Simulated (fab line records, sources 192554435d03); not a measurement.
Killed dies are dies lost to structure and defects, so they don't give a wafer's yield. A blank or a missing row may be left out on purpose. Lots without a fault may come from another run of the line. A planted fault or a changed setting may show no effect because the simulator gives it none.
fab line records | flow n5_finfet
record lots=9 wafers=27 last_day=17
route steps=1938 shown GATE_CUT@506 MOL_CONTACT_COAG@531 BEOL_M4@1111
lots that met no fault: from a run of the same line without faults
start_h: hours from the record's first day to the start of the lot's first wafer shown | wait_h: hours since the lot's step before | " the same as in the row above | L1.1+2: a row that stands for several wafers | - no value, or no start given | * or withheld: withheld | < > ~ a bound
route shown NAME@n: a module of which the file shows steps, and the number in the route of the first | usual: mean/standard deviation of fault-free wafers | same: alike in all rows | chamber/n: place in a boat | sites: the reading at each site | _std_site: their standard deviation | _edge_site: outer sites' mean less inner sites' | radius_mm: how far each site lies from the wafer's centre | mask NAME#n: copy n | behind: the tool/chamber that last shaped the wafer | hold: why the lot was held/for how many hours/how that ended | device: the transistor (n, p or np) that didn't switch | end of line: the same wafers' tests at the end of the route | a step without rows: its recipe alone | killed: dies lost to structure and defects at the first sort, not the wafer's yield | map: a wafer's dies, x killed, . not, _ none there
set.NAME: the setting as run; set.NAME@STEP: as run at that earlier step | model.NAME: the simulator's own value behind a step, which no gauge read
steps of the route over a sample of lots; a table a step, a row a wafer
services: from which hour (start_h, from the record's first day; less than 0 if before it) a tool's chamber was out of use, for how many hours, and why
## steps
# step N5_GATE_CUT_VAPOR_ETCH_51
# recipe chemistry=BCl3/Cl2 target=HfO2 mode=isotropic
# usual drypump_motor_current_A=5.6/0.37 oes_product_au=0.83/0.13
# columns lot.wafer tool chamber start_h wait_h drypump_motor_current_A oes_product_au
L115.1 rie_metal-01 1 85.76 0.0 5.5 0.56
L115.3 " 0 " " 5.1 0.91
L115.6 " 1 " " 5.5 0.55
L116.1 rie_metal-03 0 97.63 0.0 5.7 0.84
L116.3 " 0 " " 5.7 0.85
L116.6 " 0 " " 5.7 0.86
L117.1 rie_metal-02 1 97.68 0.0 5.3 0.56
L117.4 " 0 " " 6.3 0.66
L117.6 " 0 " " 6.3 0.66
L119.1 rie_metal-02 1 110.44 0.0 5.3 0.56
L119.2 " 0 " " 6.2 0.65
L119.5 " 0 " " 6.2 0.65
L124.2 rie_metal-01 0 138.97 0.0 5.1 0.86
L124.3 " 0 " " 5.1 0.87
L124.4 " 1 " " 5.5 0.95
L127.1 rie_metal-01 1 157.54 0.0 5.5 0.94
L127.2 " 0 " " 5.1 0.85
L127.4 " 0 " " 5.1 0.85
L129.2 rie_metal-01 0 170.15 0.0 5.1 0.86
L129.3 " 0 " " 5.1 0.87
L129.5 " 0 " " 5.2 0.86
L136.1 rie_metal-03 1 210.32 0.0 5.8 0.89
L136.2 " 0 " " 5.7 0.80
L136.6 " 0 " " 5.7 0.81
L138.1 rie_metal-03 0 221.73 0.0 5.7 0.82
L138.2 " 1 " " 5.7 0.89
L138.5 " 1 " " 5.7 0.90
# step N5_GATE_CUT_ALD_22
# recipe material=SiNx target_thk_a=160 temp_c=400 ald_precursor_family=SiH2I2 ald_co_reactant=N2/H2-plasma pulse_time_s=1 ald_cycles=320 purge_time_s=2 co_reactant_purge_time_s=2 pressure_torr=2
# usual heater_power_w=808/91 precursor_pulse_height_rel=1.000/0.02
# same ald_cycles=320
# columns lot.wafer tool chamber start_h wait_h heater_power_w precursor_pulse_height_rel
L115.1 ald_sin-04 1 86.00 0.0 815 0.990
L115.3 " 0 " " 721 1.021
L115.6 " 0 " " 739 1.032
L116.1 ald_sin-01 1 98.12 0.3 783 1.029
L116.3 " 3 " " 909 0.975
L116.6 " 0 " " 780 1.001
L117.1 ald_sin-04 1 98.13 0.3 818 1.004
L117.4 " 3 " " 831 1.025
L117.6 " 2 " " 658 0.978
L119.1 ald_sin-04 3 110.68 0.0 833 1.022
L119.2 " 2 " " 641 0.994
L119.5 " 1 " " 812 1.001
L124.2 ald_sin-04 2 139.17 0.0 641 0.996
L124.3 " 0 " " 728 1.012
L124.4 " 1 " " 841 1.039
L127.1 ald_sin-01 1 157.75 0.0 801 1.023
L127.2 " 3 " " 890 1.016
L127.4 " 2 " " 839 0.989
L129.2 ald_sin-04 0 170.35 0.0 738 1.006
L129.3 " 1 " " 822 0.985
L129.5 " 3 " " 845 0.977
L136.1 ald_sin-04 0 210.57 0.0 715 0.995
L136.2 " 1 " " 841 0.966
L136.6 " 3 " " 801 1.001
L138.1 ald_sin-01 1 222.89 1.0 788 1.009
L138.2 " 2 " " 829 1.026
L138.5 " 2 " " 844 1.025
# step N5_MOL_CONTACT_COAG_ETCH_105
# recipe chemistry=CF4 target=SiARC target_depth_a=156 mask_material=CAR-EUV time_s=26 ion_energy_ev=80 pressure_mtorr=40 source_w=545 bias_w=36 Ar_flow_sccm=100 cf4_flow_sccm=100 ends=cleared
# usual drypump_motor_current_A=5.6/0.43 etch_rf_on_time_s=25.8/0.58 oes_product_au=0.66/0.073 rf_vpp_V=184.0/1.1 showerhead_plenum_p_Torr=2.13/0.067 throttle_valve_pct=15.57/0.18
# columns lot.wafer tool chamber start_h wait_h drypump_motor_current_A etch_rf_on_time_s oes_product_au rf_hours_counter_h rf_vpp_V showerhead_plenum_p_Torr throttle_valve_pct
L115.1 rie_diel-05 1 89.01 0.0 5.2 26.1 0.64 153 183.4 2.13 15.56
L115.3 " 2 " " 5.6 25.5 0.66 158 185.2 2.23 15.29
L115.6 " 2 " " 5.7 25.7 0.66 - 185.0 2.23 15.29
L116.1 rie_diel-03 1 101.27 0.0 5.3 25.9 0.57 243 185.6 2.19 15.99
L116.3 " 3 " " 5.6 26.0 0.81 9 184.6 2.11 15.41
L116.6 " 0 " " 6.1 25.2 0.73 - 183.3 2.09 15.57
L117.1 rie_diel-05 2 101.28 0.0 5.6 25.3 0.66 162 185.9 2.23 15.31
L117.4 " 1 " " 5.2 26.1 0.64 158 183.5 2.13 15.57
L117.6 " 1 " " 5.2 25.8 0.65 - 183.6 2.13 15.58
L119.1 rie_diel-05 3 114.08 0.0 5.2 25.1 0.59 246 183.2 2.11 16.00
L119.2 " 1 " " 5.2 25.9 0.63 163 183.5 2.13 15.59
L119.5 " 1 " " 5.2 25.6 0.64 - 184.4 2.13 15.60
L124.2 rie_diel-06 1 142.95 0.0 5.4 25.7 0.67 122 183.9 2.14 15.32
L124.3 " 2 " " 5.6 27.1 0.57 244 182.2 2.03 15.76
L124.4 " 3 " " 6.4 26.1 0.62 182 183.9 2.05 15.58
L127.1 rie_diel-05 1 161.04 0.0 5.2 15.4 0.87 180 182.9 2.12 15.63
L127.2 " 0 " " 5.7 25.4 0.63 187 183.2 2.12 15.69
L127.4 " 2 " " 5.7 25.8 0.64 184 185.2 2.22 15.36
L129.2 rie_diel-05 1 173.43 0.0 5.2 26.0 0.62 186 185.1 2.12 15.64
L129.3 " 3 " " 5.2 25.0 0.80 - 183.1 2.10 15.58
L129.5 " 3 " " 5.2 14.6 1.12 - 183.3 2.10 15.58
L136.1 rie_diel-06 2 213.61 0.0 5.7 26.6 0.80 10 185.1 2.27 15.30
L136.2 " 1 " " 5.4 25.5 0.65 150 185.5 2.13 15.37
L136.6 " 3 " " 6.4 26.1 0.60 - 182.5 2.04 15.66
L138.1 rie_diel-06 1 225.90 0.0 5.4 25.6 0.65 153 183.0 2.13 15.37
L138.2 " 2 " " 5.6 26.4 0.79 14 185.8 2.27 15.32
L138.5 " 1 " " 5.4 25.4 0.65 - 184.4 2.13 15.39
# step N5_MOL_CONTACT_COAG_CONTACT_ETCH_14
# recipe chemistry=C4F6/O2 target=SiO2 target_depth_a=275 overetch_a=85 mask_material=SOC pressure_mtorr=30 source_w=370 bias_w=185 Ar_flow_sccm=300 C4F6_flow_sccm=16 O2_flow_sccm=10 time_s=20 ion_energy_ev=259.6
# usual drypump_motor_current_A=5.6/0.43 oes_product_au=0.66/0.069 rf_vpp_V=692/3.1 showerhead_plenum_p_Torr=2.87/0.088 throttle_valve_pct=21.23/0.18
# same time_s=20
# columns lot.wafer tool chamber start_h wait_h drypump_motor_current_A oes_product_au rf_hours_counter_h rf_vpp_V showerhead_plenum_p_Torr throttle_valve_pct
L115.1 rie_diel-05 1 89.14 0.0 5.2 0.64 153 692 2.88 21.29
L115.3 " 2 " " 5.6 0.65 158 695 3.01 20.99
L115.6 " 2 " " 5.6 0.65 - 695 3.01 20.99
L116.1 rie_diel-03 1 101.40 0.0 5.3 0.57 243 696 2.94 21.58
L116.3 " 3 " " 5.6 0.81 9 691 2.83 21.14
L116.6 " 0 " " 6.1 0.71 - 689 2.81 21.30
L117.1 rie_diel-05 2 101.41 0.0 5.7 0.65 162 697 3.01 20.98
L117.4 " 1 " " 5.2 0.64 158 692 2.88 21.29
L117.6 " 1 " " 5.2 0.64 - 694 2.88 21.27
L119.1 rie_diel-05 3 114.21 0.0 5.2 0.58 246 691 2.84 21.67
L119.2 " 1 " " 5.2 0.64 164 691 2.87 21.28
L119.5 " 1 " " 5.2 0.64 - 692 2.87 21.28
L124.2 rie_diel-06 1 143.08 0.0 5.4 0.67 122 692 2.88 20.93
L124.3 " 2 " " 5.6 0.58 244 687 2.71 21.22
L124.4 " 3 " " 6.5 0.62 182 689 2.76 21.21
L127.1 rie_diel-05 1 161.17 0.0 5.2 0.62 180 692 2.87 21.31
L127.2 " 0 " " 5.7 0.61 187 692 2.86 21.31
L127.4 " 2 " " 5.6 0.63 185 698 3.00 21.00
L129.2 rie_diel-05 1 173.62 0.0 5.2 0.62 186 691 2.86 21.32
L129.3 " 3 " " 5.2 0.78 - 691 2.83 21.37
L129.5 " 3 " " 5.2 0.77 - 692 2.83 21.37
L136.1 rie_diel-06 2 213.74 0.0 5.7 0.80 10 698 3.05 20.95
L136.2 " 1 " " 5.4 0.65 150 691 2.87 20.96
L136.6 " 3 " " 6.4 0.61 - 689 2.75 21.27
L138.1 rie_diel-06 1 226.03 0.0 5.4 0.64 154 692 2.86 20.96
L138.2 " 2 " " 5.7 0.78 14 698 3.04 20.93
L138.5 " 1 " " 5.4 0.64 - 692 2.86 20.97
# step N5_BEOL_M4_RC_MEAS_101
# usual DIBL_N=35.8/1.8 DIBL_P=35.6/2 IOFF_N=0.148/0.028 IOFF_P=0.20/0.034 ION_N=672/12 ION_P=462/8.5 SS_N=71.2/0.65 SS_P=73.1/0.67 VT_N=251/3.3 VT_P=-251/3.8
# columns lot.wafer tool chamber start_h wait_h DIBL_N[mV/V] DIBL_P[mV/V] IOFF_N[nA/um] IOFF_P[nA/um] ION_N[uA/um] ION_P[uA/um] SS_N[mV/dec] SS_P[mV/dec] VT_N[mV] VT_P[mV]
L115.1 prober-02 0 159.17 0.0 34.6 35.2 0.150 0.16 674 449 71.1 72.6 252 -258
L115.3 " 0 " " 32.9 34.3 0.119 0.15 660 454 70.7 72.5 253 -257
L115.6 " 0 " " 34.0 36.4 0.145 0.17 677 459 71.5 73.4 251 -255
L117.1 prober-01 0 168.26 0.0 35.3 35.9 0.161 0.22 685 471 71.8 73.3 252 -248
L117.4 " 0 " " 34.6 34.8 0.154 0.20 675 462 71.3 73.1 250 -248
L117.6 " 0 " " 35.5 35.3 0.159 0.22 682 471 72.4 72.5 252 -248
L116.1 prober-01 0 170.97 0.0 37.7 38.6 0.156 0.22 647 451 72.1 73.9 252 -247
L116.3 " 0 " " 36.9 36.7 0.151 0.20 672 461 70.9 72.5 252 -248
L116.6 " 0 " " 36.8 37.4 0.145 0.21 674 464 70.4 73.5 250 -248
L119.1 prober-01 0 199.23 0.0 36.3 37.7 0.161 0.19 686 464 71.5 72.9 250 -256
L119.2 " 0 " " 35.4 38.2 0.152 0.20 674 463 71.5 72.6 252 -254
L119.5 " 0 " " 36.7 37.9 0.165 0.19 671 461 71.0 73.1 250 -256
L124.2 prober-02 0 218.26 0.2 34.6 34.3 0.121 0.19 663 457 70.1 73.5 253 -249
L124.3 " 0 " " 35.9 35.7 0.136 0.21 674 467 71.3 72.8 252 -247
L124.4 " 0 " " 35.2 34.7 0.137 0.19 677 468 70.8 72.4 250 -249
L127.1 prober-01 0 242.14 0.0 35.6 36.3 0.158 0.21 679 466 71.1 73.5 248 -252
L127.2 " 0 " " 34.6 35.0 0.145 0.18 681 462 71.2 72.8 251 -250
L127.4 " 0 " " 34.9 35.4 0.152 0.20 679 460 71.2 73.0 250 -249
L129.2 prober-01 0 244.85 0.2 34.9 35.3 0.141 0.21 672 466 71.2 72.7 251 -248
L129.3 " 0 " " 34.6 34.7 0.142 0.21 671 473 70.9 72.8 252 -251
L129.5 " 0 " " 34.2 35.1 0.134 0.21 673 463 70.0 72.3 249 -251
L136.1 prober-01 0 290.31 0.0 38.6 41.2 0.200 0.27 678 464 72.5 74.2 245 -247
L136.2 " 0 " " 37.8 39.5 0.181 0.24 684 462 71.2 73.9 247 -249
L136.6 " 0 " " 38.0 39.9 0.183 0.25 682 472 72.0 74.1 250 -247
L138.1 prober-02 0 310.71 0.0 34.5 34.1 0.145 0.19 673 471 70.7 72.4 249 -249
L138.2 " 0 " " 35.1 35.6 0.163 0.21 687 470 70.5 72.9 246 -247
L138.5 " 0 " " 35.3 35.2 0.164 0.21 692 469 70.9 72.9 247 -247
## services
# columns tool chamber start_h hours kind
rie_diel-06 3 94.68 12.9 repair
rie_metal-01 - 99.38 1.0 repair
rie_metal-02 - 111.94 2.8 pm
rie_diel-05 3 128.67 - clean
rie_diel-05 3 128.67 - consumable_replace:focus_ring
rie_diel-05 3 128.67 11.6 scheduled_down
rie_diel-05 3 128.67 11.6 vent_cycle
rie_metal-02 1 136.39 1.8 repair
rie_metal-03 1 145.12 1.7 repair
rie_metal-01 - 148.56 1.0 repair
rie_diel-06 2 158.01 - clean
rie_diel-06 2 158.01 - consumable_replace:focus_ring
rie_diel-06 2 158.01 - consumable_replace:showerhead
rie_diel-06 2 158.01 24.5 scheduled_down
rie_diel-06 2 158.01 24.5 vent_cycle
rie_diel-05 2 169.34 16.3 repair
rie_diel-05 0 170.33 5.8 repair
ald_sin-01 1 173.81 11.8 repair
rie_metal-02 1 206.40 14.0 repair
rie_diel-06 0 219.61 - clean
rie_diel-06 0 219.61 - consumable_replace:focus_ring
rie_diel-06 0 219.61 23.5 scheduled_down
rie_metal-02 0 219.95 4.2 repair
rie_diel-03 0 223.19 7.0 repair
## key
first_sign step=N5_MOL_CONTACT_COAG_ETCH_105 reading=etch_rf_on_time_s direction=down sigmas=19 usual=* struck=*
effect step=N5_MOL_CONTACT_COAG_ETCH_105 reading=oes_product_au direction=up sigmas=4.5 usual=0.66 struck=0.99
met_at N5_MOL_CONTACT_COAG_ETCH_105
struck_lots L127,L129
struck_wafers L127.1,L129.5
not_acting_at N5_GATE_CUT_VAPOR_ETCH_51,N5_GATE_CUT_ALD_22,N5_MOL_CONTACT_COAG_CONTACT_ETCH_14
onset_between 114.08 161.04
fault kind=process_parameter_drift tool=rie_diel-05 chamber=- onset_h=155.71 steps=N5_MOL_CONTACT_COAG_ETCH_105 channel=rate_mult offset=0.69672 shape=step end_h=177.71 scope=struck_wafers_only
